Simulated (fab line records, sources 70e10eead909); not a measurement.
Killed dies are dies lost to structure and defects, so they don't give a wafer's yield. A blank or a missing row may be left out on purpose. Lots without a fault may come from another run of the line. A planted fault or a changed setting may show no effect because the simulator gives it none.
Chamber matching | flow nand_harc | NHARC_P_GATE_DESCUM_31 on rie_diel-01: 4 sister chambers
The step chemistry O2, time 3 s. 24 wafers are shown with their chamber, then 12 later ones without.

WAFERS WITH THEIR CHAMBER
wafer  | chamber | drypump_motor_current_A (A) | showerhead_plenum_p_Torr (Torr) | oes_product_au (a.u.)
L077.1 | 2       | 5.6                         | 1.88                            | 0.996
L077.2 | 3       | 6.2                         | 1.90                            | 1.018
L077.3 | 1       | 6.1                         | 1.83                            | 0.992
L077.4 | 0       | 5.7                         | 1.78                            | 0.995
L077.5 | 1       | 6.1                         | 1.83                            | 0.987
L077.6 | 0       | 5.7                         | 1.78                            | 1.001
L078.2 | 2       | 5.6                         | 1.88                            | 0.990
L078.5 | 2       | 5.6                         | 1.88                            | 0.994
L078.6 | 3       | 6.2                         | 1.90                            | 1.003
L081.2 | 2       | 5.6                         | 1.88                            | 1.003
L081.4 | 1       | 6.0                         | 1.83                            | 0.983
L081.6 | 3       | 6.2                         | 1.90                            | 1.011
L080.1 | 3       | 6.2                         | 1.90                            | 1.010
L080.4 | 2       | 5.6                         | 1.88                            | 0.996
L080.5 | 0       | 5.7                         | 1.78                            | 1.014
L086.2 | 1       | 6.0                         | 1.82                            | 1.002
L086.4 | 0       | 5.7                         | 1.77                            | 0.999
L086.5 | 3       | 6.2                         | 1.90                            | 1.000
L087.1 | 1       | 6.1                         | 1.82                            | 1.008
L087.2 | 0       | 5.7                         | 1.77                            | 1.011
L087.3 | 3       | 6.2                         | 1.90                            | 1.006
L092.1 | 0       | 5.7                         | 1.77                            | 0.993
L092.3 | 1       | 6.0                         | 1.82                            | 1.004
L092.4 | 3       | 6.2                         | 1.90                            | 1.014

SIGNATURES (means of the wafers above)
reading                  | chamber 0 | chamber 1 | chamber 2 | chamber 3 | scatter within a chamber
drypump_motor_current_A  | 5.700     | 6.050     | 5.600     | 6.200     | 0.0274
showerhead_plenum_p_Torr | 1.7750    | 1.8250    | 1.8800    | 1.9000    | 0.00387
oes_product_au           | 1.00217   | 0.99600   | 0.99580   | 1.00886   | 0.00775
Rule: a wafer's distance from a chamber is the root of the sum, over the readings, of the square of ((its reading less the chamber's mean) divided by the reading's scatter). The wafer belongs to the nearest chamber; if the next one is less than 2 further off, it can't be placed. The scatter: the root of (the sum of the squares of (reading less its chamber's mean) over the shown wafers, divided by (wafers less chambers)).

WAFERS WITHOUT THEIR CHAMBER
wafer  | drypump_motor_current_A (A) | showerhead_plenum_p_Torr (Torr) | oes_product_au (a.u.)
L095.2 | 6.0                         | 1.82                            | 1.008
L095.5 | 5.7                         | 1.77                            | 0.999
L095.6 | 6.2                         | 1.90                            | 1.006
L096.1 | 6.2                         | 1.90                            | 1.008
L096.3 | 5.7                         | 1.77                            | 0.997
L096.5 | 6.1                         | 1.82                            | 0.992
L094.3 | 5.7                         | 1.77                            | 1.011
L094.4 | 5.6                         | 1.88                            | 0.983
L094.5 | 6.2                         | 1.89                            | 1.006
L097.1 | 5.6                         | 1.88                            | 0.987
L097.2 | 6.2                         | 1.89                            | 1.004
L097.5 | 5.7                         | 1.77                            | 1.001

WHICH CHAMBER EACH WENT THROUGH
wafer  | from the rows above | in truth
L095.2 | 1                   | 1
L095.5 | 0                   | 0
L095.6 | 3                   | 3
L096.1 | 3                   | 3
L096.3 | 0                   | 0
L096.5 | 1                   | 1
L094.3 | 0                   | 0
L094.4 | 2                   | 2
L094.5 | 3                   | 3
L097.1 | 2                   | 2
L097.2 | 3                   | 3
L097.5 | 0                   | 0
Placed correctly: 12 of 12. Can't be placed from these rows: 0. Placed wrongly: 0.
